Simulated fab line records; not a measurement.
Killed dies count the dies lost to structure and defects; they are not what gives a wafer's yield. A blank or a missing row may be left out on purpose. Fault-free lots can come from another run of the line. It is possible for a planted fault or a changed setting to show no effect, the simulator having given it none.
A struck lot beside a sound one || flow n5 finfet || 16 out of 1938 route steps
Sound: these wafers, L117.1, L117.5, L117.6. Wafers struck: L133.4, L133.5, L133.6. The cause is given at the end.
For every step that has rows: the tool of each side, followed by ch and its chambers, followed by its first start. Under that, the readings that differ: sound wafers || struck wafers || difference of the means || sigmas: that difference in standard deviations of wafers without a fault.
alike: a reading whose means differ by less than 2 such deviations, as well as words and numbers matching on both sides. not compared: withheld readings; readings where some wafer has no value; bounds like >300 that might hide an equal value; numbers whose values overlap and for which the record gives no deviation.
A row with sigmas, a row that says differs or no value, or rows on one side alone: a step with any of these is where the two part. Numbers that don't overlap but have no deviation are shown without sigmas and don't part them. Lack of a reading on every wafer of one side parts them only where that side has two or more wafers.

N5_BEOL_M2_ETCH_41: etches SiCN in CH3F/O2, target depth 29.9 nm, time 52.5 s.
  sound: rie diel-06 ch 0,1; struck: rie diel-04 ch 0,1
  alike: drypump motor current A, oes product au, rf vpp V, showerhead plenum p Torr, throttle valve pct
  not compared: rf hours counter h
N5_BEOL_M2_STRIP_97: strips in N2/H2, time 10 s.
  sound: rie diel-06 ch 0,1; struck: rie diel-04 ch 0,1
  alike: drypump motor current A, oes product au, rf vpp V, showerhead plenum p Torr, throttle valve pct
  not compared: rf hours counter h
N5_BEOL_M2_OCD_MEAS_38:
  sound on ocd-01, day 6 17:59; struck on ocd-02, day 10 19:35
  alike: trench depth nm
then, 4 steps without rows for these wafers: N5_BEOL_M2_HM_STRIP_39 (strips TiN in peroxide tin strip, target depth 25 nm, time 158 s); N5_BEOL_M2_SRD_40 (time 30 s); N5_BEOL_M2_PRECLEAN_42 (cleans in residue remover, time 60 s); N5_BEOL_M2_SRD_43 (time 30 s).
N5_BEOL_M2_CD_MEAS_35: target cd 18 nm, target cd y 22.2 nm.
  sound on cd sem-03, day 6 18:08; struck on cd sem-01, day 10 19:44
  alike: cd nm
N5_BEOL_M2_DEGAS_44: time 60 s.
  sound on pvd sputter-01, day 6 18:13; struck on pvd sputter-01, day 10 20:39
  alike: heater power w
then, 2 steps without rows for these wafers: N5_BEOL_M2_PRE_CLEAN_45 (time 30 s); N5_BEOL_M2_ALD_84 (deposits TaN, pulse time 2 s, purge time 3 s, co reactant purge time 2 s).
N5_BEOL_M2_SURFACE_TREAT_85:
  sound on pvd sputter-01, day 6 18:40; struck on pvd sputter-02, day 10 21:02
  not compared: throttle valve pct
N5_BEOL_M2_CVD_47: deposits Co from CCTBA/H2, target thk 3 nm, time 223.8 s.
  sound on cvd co-01 ch 0,1,2, day 6 18:57; struck on cvd co-01 ch 0,1,2, day 10 21:15
{"reading": "run length s (s)", "sound": "247.4 246.5 247.1", "struck": "364.1 364.3 365.2", "difference": "+117.5", "sigmas": "+99 or more"}
  not compared: since wet clean h
N5_BEOL_M2_SPUTTER_48: material Cu, target thk 4.5 nm, time 8.29 s.
  sound on pvd sputter-01, day 6 19:12; struck on pvd sputter-03, day 10 21:23
  alike: substrate temp c, throttle valve pct
N5_BEOL_M4_RC_MEAS_101:
  sound on prober-02 ch 0, day 7 19:55; struck on prober-02 ch 0, day 12 04:21
  alike: DIBL_N, DIBL_P, IOFF_N, IOFF_P, ION_N, ION_P, SS_N, SS_P, VT_N, VT_P
-- the record jumps here: 5 days lie between the struck wafers' starts before and after (it left off in module BEOL_M4 and takes up again in module PASSIVATION, whose first step shown is number 1936 of the route) --
N5_PASSIVATION_PROBE_49:
  sound on prober-02, day 12 06:07; struck on prober-01, day 16 22:04
{"reading": "defect limited yield (%)", "sound": "91.5 92.5 93.9", "struck": "87.5 91.2 90.4", "difference": -2.9, "sigmas": -2}
{"reading": "killed dies", "sound": "100 89 72", "struck": "148 104 113", "difference": "+35", "sigmas": "+2"}
{"reading": "killed short", "sound": "29 30 19", "struck": "63 31 35", "difference": "+17", "sigmas": "+2"}
{"reading": "sort_bin_5_function (%)", "sound": "5.4 4.3 3.3", "struck": "8.1 5.1 5.4", "difference": "+1.9", "sigmas": "+2"}
{"reading": "sort n pass", "sound": "1080 1091 1108", "struck": "1032 1076 1067", "difference": -35, "sigmas": -2}
{"reading": "sort yield pct (%)", "sound": "91.5 92.5 93.9", "struck": "87.5 91.2 90.4", "difference": -2.9, "sigmas": -2}
  alike: killed_at_M0_to_M3, killed_at_M4_up, killed at contacts, killed at front end, killed at other, killed on rim, killed open, sort_bin_6_memory, sort_bin_8_speed

== WHERE THEY PART ==
Earliest at N5_BEOL_M2_CVD_47; latest, in this record, at N5_PASSIVATION_PROBE_49.

WHY: whatever the simulator had introduced
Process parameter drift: cvd co-01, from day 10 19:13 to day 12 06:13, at N5_BEOL_M2_CVD_47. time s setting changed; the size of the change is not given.
